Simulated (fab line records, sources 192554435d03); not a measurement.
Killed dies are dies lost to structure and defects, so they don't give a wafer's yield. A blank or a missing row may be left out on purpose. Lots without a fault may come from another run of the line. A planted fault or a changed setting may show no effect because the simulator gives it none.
Which tool did it? | flow n5_finfet | 9 lots, 23 wafers sampled, at 6 steps of a route of 1938

WHAT THE GAUGES READ, wafer by wafer
N5_BEOL_M3_CD_MEAS_18: pitch 36 nm, target cd 18 nm.
lot  | measured     | on        | cd_nm (nm)
L469 | day 7 09:09  | cd_sem-01 | 18.0 17.9 18.4
L470 | day 7 18:30  | cd_sem-03 | 18.2 17.9 18.2
L473 | day 8 22:42  | cd_sem-02 | 17.8 17.7 17.6
L480 | day 10 21:16 | cd_sem-03 | 17.4 17.6 18.2
L482 | day 11 05:00 | cd_sem-02 | 17.5 17.7
L488 | day 12 18:23 | cd_sem-01 | 18.0 17.9 17.7
L486 | day 12 18:31 | cd_sem-03 | 18.1 18.6
L489 | day 12 20:48 | cd_sem-03 | 17.7 18.1
L490 | day 13 14:26 | cd_sem-01 | 17.9 18.4

N5_BEOL_M3_OCD_MEAS_38.
lot  | measured     | on     | trench_depth_nm (nm)
L469 | day 7 22:22  | ocd-02 | 56.1 55.9 56.7
L470 | day 8 07:51  | ocd-01 | 55.0 54.7 54.5
L473 | day 9 04:53  | ocd-02 | 57.5 55.5 57.8
L480 | day 10 22:43 | ocd-02 | 54.2 56.6 55.3
L482 | day 11 07:42 | ocd-02 | 55.3 45.6
L488 | day 13 12:49 | ocd-02 | 56.4 56.0 57.3
L486 | day 13 05:05 | ocd-02 | 56.6 56.7
L489 | day 13 15:56 | ocd-02 | 53.6 54.9
L490 | day 13 20:46 | ocd-01 | 54.0 54.6

N5_BEOL_M4_RC_MEAS_101.
lot  | measured     | on        | DIBL_N (mV/V)  | DIBL_P (mV/V)  | IOFF_N (nA/um) | IOFF_P (nA/um) | ION_N (uA/um) | ION_P (uA/um) | SS_N (mV/dec)  | SS_P (mV/dec)  | VT_N (mV)   | VT_P (mV)
L469 | day 8 14:06  | prober-01 | 38.8 37.1 38.4 | 39.0 37.3 38.6 | 0.22 0.19 0.21 | 0.26 0.22 0.25 | 688 686 702   | 462 463 467   | 72.4 72.2 72.2 | 73.5 73.2 73.4 | 248 247 245 | -249 -251 -248
L470 | day 9 01:14  | prober-01 | 39.2 38.1 39.9 | 39.5 37.7 41.7 | 0.23 0.19 0.27 | 0.27 0.23 0.32 | 705 689 712   | 473 468 482   | 71.8 72.9 72.1 | 74.0 73.8 74.1 | 243 248 242 | -247 -252 -243
L473 | day 9 18:03  | prober-02 | 34.4 35.4 35.9 | 33.7 35.4 35.8 | 0.13 0.14 0.15 | 0.19 0.21 0.22 | 676 668 673   | 468 460 464   | 71.2 71.7 71.1 | 73.0 72.4 73.9 | 254 252 248 | -252 -248 -246
L480 | day 11 14:58 | prober-02 | 40.0 37.1 36.7 | 39.4 37.3 37.1 | 0.23 0.16 0.18 | 0.28 0.25 0.24 | 675 670 676   | 465 464 463   | 73.4 72.4 72.5 | 73.5 72.5 73.6 | 246 252 247 | -245 -247 -246
L482 | day 11 21:05 | prober-02 | 38.8 36.3      | 39.7 36.9      | 0.18 0.14      | 0.22 0.18      | 674 662       | 452 447       | 71.9 71.5      | 74.1 73.4      | 250 252     | -254 -256
L488 | day 14 21:18 | prober-02 | 35.5 36.6 38.1 | 36.1 37.3 39.4 | 0.15 0.17 0.23 | 0.19 0.22 0.26 | 678 667 704   | 459 457 473   | 71.7 71.9 72.0 | 73.9 74.1 74.4 | 251 248 242 | -252 -249 -248
L486 | day 13 20:22 | prober-01 | 37.3 39.4      | 36.5 38.5      | 0.15 0.18      | 0.20 0.23      | 673 673       | 461 456       | 71.4 72.3      | 73.8 74.2      | 254 254     | -255 -252
L489 | day 14 20:22 | prober-01 | 33.0 34.9      | 34.6 36.7      | 0.12 0.14      | 0.19 0.23      | 675 666       | 472 466       | 70.5 71.6      | 72.3 72.7      | 250 252     | -252 -248
L490 | day 15 00:02 | prober-02 | 37.5 38.1      | 36.9 37.8      | 0.18 0.20      | 0.25 0.27      | 675 677       | 466 463       | 72.0 72.2      | 73.6 74.2      | 251 248     | -249 -245

WHICH TOOL RAN EACH LOT (tool, then ch and the chambers of the sampled wafers, then the start)
lot  | N5_BEOL_M3_STRIP_36                | N5_BEOL_M3_TRENCH_ETCH_37          | N5_BEOL_M3_STRIP_97
L469 | rie_diel-01 ch 0,2,3, day 7 22:11  | rie_diel-01 ch 0,2,3, day 7 22:13  | rie_diel-01 ch 0,2,3, day 7 22:22 or earlier
L470 | rie_diel-02 ch 1,3, day 8 07:40    | rie_diel-02 ch 1,3, day 8 07:42    | rie_diel-02 ch 1,3, day 8 07:51 or earlier
L473 | rie_diel-02 ch 2,3, day 9 04:41    | rie_diel-02 ch 2,3, day 9 04:44    | rie_diel-02 ch 2,3, day 9 04:53 or earlier
L480 | rie_diel-01 ch 0,2,3, day 10 22:31 | rie_diel-01 ch 0,2,3, day 10 22:33 | rie_diel-01 ch 0,2,3, day 10 22:43 or earlier
L482 | rie_diel-01 ch 0,3, day 11 07:31   | rie_diel-01 ch 0,3, day 11 07:33   | rie_diel-01 ch 0,3, day 11 07:42 or earlier
L488 | rie_diel-02 ch 1,2, day 13 12:38   | rie_diel-02 ch 1,2, day 13 12:40   | rie_diel-02 ch 1,2, day 13 12:49 or earlier
L486 | rie_diel-02 ch 2, day 13 04:53     | rie_diel-02 ch 2, day 13 04:56     | rie_diel-02 ch 2, day 13 05:05 or earlier
L489 | rie_diel-03 ch 1,2, day 13 15:44   | rie_diel-03 ch 1,2, day 13 15:47   | rie_diel-03 ch 1,2, day 13 15:56 or earlier
L490 | rie_diel-03 ch 1,2, day 13 20:34   | rie_diel-03 ch 1,2, day 13 20:37   | rie_diel-03 ch 1,2, day 13 20:46 or earlier
- N5_BEOL_M3_STRIP_36: strips in N2/H2.
- N5_BEOL_M3_TRENCH_ETCH_37: etches SiOC in C4F6/O2, target depth 55.555 nm, time 29.2 s.
- N5_BEOL_M3_STRIP_97: strips in N2/H2, time 10 s.

WHAT THE TOOLS THEMSELVES READ (means of the sampled wafers that have a number; where no wafer has one, the mark that the record gives instead)
N5_BEOL_M3_STRIP_36.
lot  | tool        | drypump_motor_current_A (A) | oes_product_au (a.u.) | rf_vpp_V (V) | showerhead_plenum_p_Torr (Torr) | throttle_valve_pct (%)
L469 | rie_diel-01 | 5.9                         | 0.80                  | 58.9         | 2.55                            | 23.4
L470 | rie_diel-02 | 5.9                         | 0.69                  | 59.1         | 2.42                            | 24.0
L473 | rie_diel-02 | 6.4                         | 0.86                  | 59.6         | 2.47                            | 23.7
L480 | rie_diel-01 | 5.8                         | 0.85                  | 58.7         | 2.54                            | 23.3
L482 | rie_diel-01 | 5.9                         | 0.85                  | 59.8         | 2.51                            | 23.1
L488 | rie_diel-02 | 6.0                         | 0.82                  | 58.4         | 2.45                            | 23.7
L486 | rie_diel-02 | 6.4                         | 0.90                  | 60.9         | 2.48                            | 23.6
L489 | rie_diel-03 | 5.8                         | 0.70                  | 60.1         | 2.58                            | 23.9
L490 | rie_diel-03 | 5.9                         | 0.70                  | 59.3         | 2.58                            | 23.9

N5_BEOL_M3_TRENCH_ETCH_37.
lot  | tool        | drypump_motor_current_A (A) | oes_product_au (a.u.) | rf_fwd_power_W (W) | rf_vpp_V (V) | run_length_s (s) | showerhead_plenum_p_Torr (Torr) | throttle_valve_pct (%)
L469 | rie_diel-01 | 5.8                         | 0.80                  | 349.1              | 667          | 52.4             | 2.86                            | 20.7
L470 | rie_diel-02 | 5.9                         | 0.69                  | 349.4              | 665          | 53.0             | 2.73                            | 21.2
L473 | rie_diel-02 | 6.4                         | 0.88                  | 349.7              | 665          | 52.5             | 2.77                            | 21.0
L480 | rie_diel-01 | 5.9                         | 0.85                  | 350.4              | 666          | 52.4             | 2.84                            | 20.6
L482 | rie_diel-01 | 6.0                         | 0.85                  | 350.2              | 668          | 49.7             | 2.82                            | 20.6
L488 | rie_diel-02 | 6.0                         | 0.83                  | 349.8              | 655          | 52.3             | 2.76                            | 21.1
L486 | rie_diel-02 | 6.4                         | 0.91                  | 350.6              | 660          | 52.0             | 2.78                            | 20.9
L489 | rie_diel-03 | 5.9                         | 0.69                  | 350.1              | 652          | 52.2             | 2.88                            | 21.1
L490 | rie_diel-03 | 5.9                         | 0.70                  | 350.9              | 652          | 52.2             | 2.88                            | 21.1

N5_BEOL_M3_STRIP_97.
lot  | tool        | drypump_motor_current_A (A) | oes_product_au (a.u.) | rf_vpp_V (V) | showerhead_plenum_p_Torr (Torr) | throttle_valve_pct (%)
L469 | rie_diel-01 | 5.8                         | 0.79                  | 59.7         | 2.55                            | 23.4
L470 | rie_diel-02 | 5.9                         | 0.69                  | 58.3         | 2.42                            | 24.0
L473 | rie_diel-02 | 6.4                         | 0.87                  | 59.3         | 2.46                            | 23.7
L480 | rie_diel-01 | 5.8                         | 0.85                  | 58.9         | 2.54                            | 23.3
L482 | rie_diel-01 | 6.0                         | 0.86                  | 58.9         | 2.51                            | 23.1
L488 | rie_diel-02 | 6.0                         | 0.83                  | 59.8         | 2.45                            | 23.7
L486 | rie_diel-02 | 6.4                         | 0.89                  | 59.4         | 2.48                            | 23.6
L489 | rie_diel-03 | 5.9                         | 0.70                  | 58.5         | 2.58                            | 23.9
L490 | rie_diel-03 | 5.9                         | 0.70                  | 58.5         | 2.58                            | 23.9

THE ANSWER, worked out from the rows above alone
Rule: what is usual is taken from the lots themselves. Put in order of their means at a reading, lots are off if they are a third of the lots or fewer, leave a main group of 4 or more, and stand apart from it by a gap of 3 or more times the standard deviation of the main group's means; of several such gaps the widest counts. A main group whose means are all the same, to the digits that the tables above print for the reading, isn't used. A lot without any number at a reading at which 4 lots or more have one is off too. The other lots that the step has rows for count as sound. The gauges are gone through in route order, then the tools' own readings, and for those a lot's mean is taken as printed above. The first step at which some lot is off is used, and at that step the reading that is off furthest; a lot without a number counts as furthest.
Off: L482, at N5_BEOL_M3_OCD_MEAS_38 (trench_depth_nm). The main group: mean 55.6 nm, standard deviation 1.
A tool fits if, at a process step before that reading, it ran every lot that is off, and no sound lot after the first of them. The gauges at N5_BEOL_M3_OCD_MEAS_38 aren't tried: what is off there is off at N5_BEOL_M3_TRENCH_ETCH_37 too, on other tools, and a gauge's error can't cause that. N5_BEOL_M3_STRIP_97 gives no start for some lots, so the hours and the order of its lots are those of N5_BEOL_M3_OCD_MEAS_38. One fits: rie_diel-01 at N5_BEOL_M3_STRIP_36 and N5_BEOL_M3_TRENCH_ETCH_37 and N5_BEOL_M3_STRIP_97. At N5_BEOL_M3_STRIP_36 its last sound lot is L480 (day 10 22:31), its first lot that is off L482 (day 11 07:31): a fault that began between those two fits.

WHAT THE SIMULATOR HAD PUT IN
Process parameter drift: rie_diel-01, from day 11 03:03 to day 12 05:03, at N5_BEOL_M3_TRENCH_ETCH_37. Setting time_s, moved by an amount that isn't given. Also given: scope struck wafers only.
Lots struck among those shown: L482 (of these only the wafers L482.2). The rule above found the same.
